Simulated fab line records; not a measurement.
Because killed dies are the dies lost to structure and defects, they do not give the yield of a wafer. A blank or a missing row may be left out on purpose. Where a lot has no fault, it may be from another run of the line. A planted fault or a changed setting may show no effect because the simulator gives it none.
What tool caused it? || flow nand-harc || 13 lots with 39 wafers sampled at 4 steps, on a route of 1159 steps

== WHAT THE GAUGES READ, wafer by wafer ==
NHARC_END_SORT_01.
{"lot": "L111", "measured": "day 24 03:14", "on": "prober-02", "killed-at-array": "22 8 66", "killed-at-other": "0 2 1", "killed-at-periphery": "1 4 2", "killed-dies": "23 14 69", "killed-open": "3 3 2", "killed-short": "6 3 2"}

== TOOL THAT RAN EACH LOT (tool first, then ch and the chambers of the sampled wafers, then the start) ==
{"lot": "L995", "NHARC_A_STAIRCASE_STRIP_255": "wet-bench-04 ch 1,2,5, day 11 19:20", "NHARC_HYBRID_BOND_ACTIVATE_00": "rie-diel-04 ch 1,2, day 18 09:21", "NHARC_THIN_TSV_PRE_CLEAN_50": "pvd-sputter-02, no start"}
{"lot": "L996", "NHARC_A_STAIRCASE_STRIP_255": "wet-bench-09 ch 2,3,5, day 11 20:16", "NHARC_HYBRID_BOND_ACTIVATE_00": "rie-diel-04 ch 0,1, day 18 08:49", "NHARC_THIN_TSV_PRE_CLEAN_50": "pvd-sputter-03, no start"}
{"lot": "L997", "NHARC_A_STAIRCASE_STRIP_255": "wet-bench-07 ch 0,3,7, day 12 04:46", "NHARC_HYBRID_BOND_ACTIVATE_00": "rie-diel-08 ch 1,2,3, day 18 18:26", "NHARC_THIN_TSV_PRE_CLEAN_50": "pvd-sputter-03, no start"}
{"lot": "L100", "NHARC_A_STAIRCASE_STRIP_255": "wet-bench-09 ch 0,2,4, day 12 13:46", "NHARC_HYBRID_BOND_ACTIVATE_00": "rie-diel-08 ch 1,2,3, day 19 13:02", "NHARC_THIN_TSV_PRE_CLEAN_50": "pvd-sputter-02, no start"}
{"lot": "L102", "NHARC_A_STAIRCASE_STRIP_255": "wet-bench-04 ch 1,2,5, day 13 00:59", "NHARC_HYBRID_BOND_ACTIVATE_00": "rie-diel-08 ch 0,1,3, day 20 01:17", "NHARC_THIN_TSV_PRE_CLEAN_50": "pvd-sputter-02, no start"}
{"lot": "L101", "NHARC_A_STAIRCASE_STRIP_255": "wet-bench-07 ch 3,4,6, day 13 02:11", "NHARC_HYBRID_BOND_ACTIVATE_00": "rie-diel-08 ch 2,3, day 19 19:59", "NHARC_THIN_TSV_PRE_CLEAN_50": "pvd-sputter-03, no start"}
{"lot": "L105", "NHARC_A_STAIRCASE_STRIP_255": "wet-bench-09 ch 1,5,6, day 13 10:11", "NHARC_HYBRID_BOND_ACTIVATE_00": "rie-diel-08 ch 1,2, day 20 09:40", "NHARC_THIN_TSV_PRE_CLEAN_50": "pvd-sputter-03, no start"}
{"lot": "L103", "NHARC_A_STAIRCASE_STRIP_255": "wet-bench-07 ch 5,6,7, day 13 10:29", "NHARC_HYBRID_BOND_ACTIVATE_00": "rie-diel-04 ch 0,1,2, day 21 05:54", "NHARC_THIN_TSV_PRE_CLEAN_50": "pvd-sputter-01, no start"}
{"lot": "L104", "NHARC_A_STAIRCASE_STRIP_255": "wet-bench-09 ch 0,1,4, day 13 11:03", "NHARC_HYBRID_BOND_ACTIVATE_00": "rie-diel-04 ch 1,2,3, day 21 05:02", "NHARC_THIN_TSV_PRE_CLEAN_50": "pvd-sputter-01, no start"}
{"lot": "L106", "NHARC_A_STAIRCASE_STRIP_255": "wet-bench-04 ch 0,1,5, day 13 19:36", "NHARC_HYBRID_BOND_ACTIVATE_00": "rie-diel-08 ch 1,3, day 20 17:58", "NHARC_THIN_TSV_PRE_CLEAN_50": "pvd-sputter-01, no start"}
{"lot": "L111", "NHARC_A_STAIRCASE_STRIP_255": "wet-bench-04 ch 0,5,6, day 15 13:35", "NHARC_HYBRID_BOND_ACTIVATE_00": "rie-diel-08 ch 0,2,3, day 22 21:56", "NHARC_THIN_TSV_PRE_CLEAN_50": "pvd-sputter-03, day 24 03:14 or earlier"}
{"lot": "L117", "NHARC_A_STAIRCASE_STRIP_255": "wet-bench-07 ch 0,2,7, day 16 12:14", "NHARC_HYBRID_BOND_ACTIVATE_00": "rie-diel-04 ch 0,1,3, day 23 22:27", "NHARC_THIN_TSV_PRE_CLEAN_50": "pvd-sputter-03, no start"}
{"lot": "L118", "NHARC_A_STAIRCASE_STRIP_255": "wet-bench-07 ch 2,3,6, day 17 02:53", "NHARC_HYBRID_BOND_ACTIVATE_00": "rie-diel-08 ch 0,2, day 23 22:55", "NHARC_THIN_TSV_PRE_CLEAN_50": "pvd-sputter-02, no start"}
- NHARC_A_STAIRCASE_STRIP_255: strips in SPM, time 900 s.
- NHARC_HYBRID_BOND_ACTIVATE_00: chemistry N2, time 60 s.
- NHARC_THIN_TSV_PRE_CLEAN_50: time 30 s.

== AS READ BY THE TOOLS THEMSELVES (means over the sampled wafers that have a number; for cases with no such wafer, the mark the record gives instead) ==
NHARC_A_STAIRCASE_STRIP_255.
{"lot": "L995", "tool": "wet-bench-04", "temp-c (C)": 129.90}
{"lot": "L996", "tool": "wet-bench-09", "temp-c (C)": 130.07}
{"lot": "L997", "tool": "wet-bench-07", "temp-c (C)": 130.04}
{"lot": "L100", "tool": "wet-bench-09", "temp-c (C)": 129.92}
{"lot": "L102", "tool": "wet-bench-04", "temp-c (C)": 130.04}
{"lot": "L101", "tool": "wet-bench-07", "temp-c (C)": 129.89}
{"lot": "L105", "tool": "wet-bench-09", "temp-c (C)": 129.89}
{"lot": "L103", "tool": "wet-bench-07", "temp-c (C)": 130.06}
{"lot": "L104", "tool": "wet-bench-09", "temp-c (C)": 129.95}
{"lot": "L106", "tool": "wet-bench-04", "temp-c (C)": 129.97}
{"lot": "L111", "tool": "wet-bench-04", "temp-c (C)": 129.93}
{"lot": "L117", "tool": "wet-bench-07", "temp-c (C)": 129.88}
{"lot": "L118", "tool": "wet-bench-07", "temp-c (C)": 129.97}

NHARC_HYBRID_BOND_ACTIVATE_00.
{"lot": "L995", "tool": "rie-diel-04", "drypump-motor-current-A (A)": 5.5, "n2-flow-sccm (sccm)": 199.9, "oes-product-au (a.u.)": 1.021, "rf-vpp-V (V)": 64.7, "showerhead-plenum-p-Torr (Torr)": 1.75}
{"lot": "L996", "tool": "rie-diel-04", "drypump-motor-current-A (A)": 5.3, "n2-flow-sccm (sccm)": 199.8, "oes-product-au (a.u.)": 1.009, "rf-vpp-V (V)": 63.2, "showerhead-plenum-p-Torr (Torr)": 1.68}
{"lot": "L997", "tool": "rie-diel-08", "drypump-motor-current-A (A)": 5.7, "n2-flow-sccm (sccm)": 199.7, "oes-product-au (a.u.)": 1.001, "rf-vpp-V (V)": 63.9, "showerhead-plenum-p-Torr (Torr)": 1.81}
{"lot": "L100", "tool": "rie-diel-08", "drypump-motor-current-A (A)": 5.7, "n2-flow-sccm (sccm)": 199.8, "oes-product-au (a.u.)": 0.993, "rf-vpp-V (V)": 64.3, "showerhead-plenum-p-Torr (Torr)": 1.81}
{"lot": "L102", "tool": "rie-diel-08", "drypump-motor-current-A (A)": 5.9, "n2-flow-sccm (sccm)": 200.2, "oes-product-au (a.u.)": 0.986, "rf-vpp-V (V)": 64.2, "showerhead-plenum-p-Torr (Torr)": 1.78}
{"lot": "L101", "tool": "rie-diel-08", "drypump-motor-current-A (A)": 5.6, "n2-flow-sccm (sccm)": 199.6, "oes-product-au (a.u.)": 0.993, "rf-vpp-V (V)": 63.4, "showerhead-plenum-p-Torr (Torr)": 1.80}
{"lot": "L105", "tool": "rie-diel-08", "drypump-motor-current-A (A)": 5.4, "n2-flow-sccm (sccm)": 200.3, "oes-product-au (a.u.)": 0.994, "rf-vpp-V (V)": 64.2, "showerhead-plenum-p-Torr (Torr)": 1.85}
{"lot": "L103", "tool": "rie-diel-04", "drypump-motor-current-A (A)": 5.5, "n2-flow-sccm (sccm)": 200.0, "oes-product-au (a.u.)": 1.002, "rf-vpp-V (V)": 63.8, "showerhead-plenum-p-Torr (Torr)": 1.72}
{"lot": "L104", "tool": "rie-diel-04", "drypump-motor-current-A (A)": 5.7, "n2-flow-sccm (sccm)": 199.6, "oes-product-au (a.u.)": 1.002, "rf-vpp-V (V)": 63.4, "showerhead-plenum-p-Torr (Torr)": 1.78}
{"lot": "L106", "tool": "rie-diel-08", "drypump-motor-current-A (A)": 5.9, "n2-flow-sccm (sccm)": 199.8, "oes-product-au (a.u.)": 1.004, "rf-vpp-V (V)": 64.9, "showerhead-plenum-p-Torr (Torr)": 1.83}
{"lot": "L111", "tool": "rie-diel-08", "drypump-motor-current-A (A)": 5.7, "n2-flow-sccm (sccm)": 200.3, "oes-product-au (a.u.)": 0.998, "rf-vpp-V (V)": 63.5, "showerhead-plenum-p-Torr (Torr)": 1.76}
{"lot": "L117", "tool": "rie-diel-04", "drypump-motor-current-A (A)": 5.7, "n2-flow-sccm (sccm)": 200.5, "oes-product-au (a.u.)": 1.005, "rf-vpp-V (V)": 63.8, "showerhead-plenum-p-Torr (Torr)": 1.74}
{"lot": "L118", "tool": "rie-diel-08", "drypump-motor-current-A (A)": 5.5, "n2-flow-sccm (sccm)": 200.5, "oes-product-au (a.u.)": 1.000, "rf-vpp-V (V)": 63.6, "showerhead-plenum-p-Torr (Torr)": 1.76}

NHARC_THIN_TSV_PRE_CLEAN_50.
{"lot": "L995", "tool": "pvd-sputter-02", "heater-power-w (W)": 393}
{"lot": "L996", "tool": "pvd-sputter-03", "heater-power-w (W)": 390}
{"lot": "L997", "tool": "pvd-sputter-03", "heater-power-w (W)": 413}
{"lot": "L100", "tool": "pvd-sputter-02", "heater-power-w (W)": 394}
{"lot": "L102", "tool": "pvd-sputter-02", "heater-power-w (W)": 371}
{"lot": "L101", "tool": "pvd-sputter-03", "heater-power-w (W)": 420}
{"lot": "L105", "tool": "pvd-sputter-03", "heater-power-w (W)": 413}
{"lot": "L103", "tool": "pvd-sputter-01", "heater-power-w (W)": 425}
{"lot": "L104", "tool": "pvd-sputter-01", "heater-power-w (W)": 424}
{"lot": "L106", "tool": "pvd-sputter-01", "heater-power-w (W)": 401}
{"lot": "L111", "tool": "pvd-sputter-03", "heater-power-w (W)": 396}
{"lot": "L117", "tool": "pvd-sputter-03", "heater-power-w (W)": 425}
{"lot": "L118", "tool": "pvd-sputter-02", "heater-power-w (W)": 386}

== THE ANSWER, worked out from the rows above alone ==
Rule: usual is defined by the lots themselves. The widest of any qualifying gaps counts: lots, ordered by their means at a reading, are off when they make up no more than a third of the lots, leave a main group of 4 or more, and stand apart from it by 3 or more times the standard deviation of that group's means. A main group whose means are all the same, to the digits that the tables above print for the reading, isn't used. Also off: a lot with no number at a reading for which 4 or more lots have one. All remaining lots with rows at the step are treated as sound. After the gauges, taken in route order, come the tools' own readings; for these a lot's mean is taken, as printed above. The first step at which some lot is off is used, and at that step the reading that is off furthest; a lot without a number counts as furthest.
No lot is off at any reading shown: from this, nothing can be told.

== WHAT HAD BEEN PUT IN BY THE SIMULATOR ==
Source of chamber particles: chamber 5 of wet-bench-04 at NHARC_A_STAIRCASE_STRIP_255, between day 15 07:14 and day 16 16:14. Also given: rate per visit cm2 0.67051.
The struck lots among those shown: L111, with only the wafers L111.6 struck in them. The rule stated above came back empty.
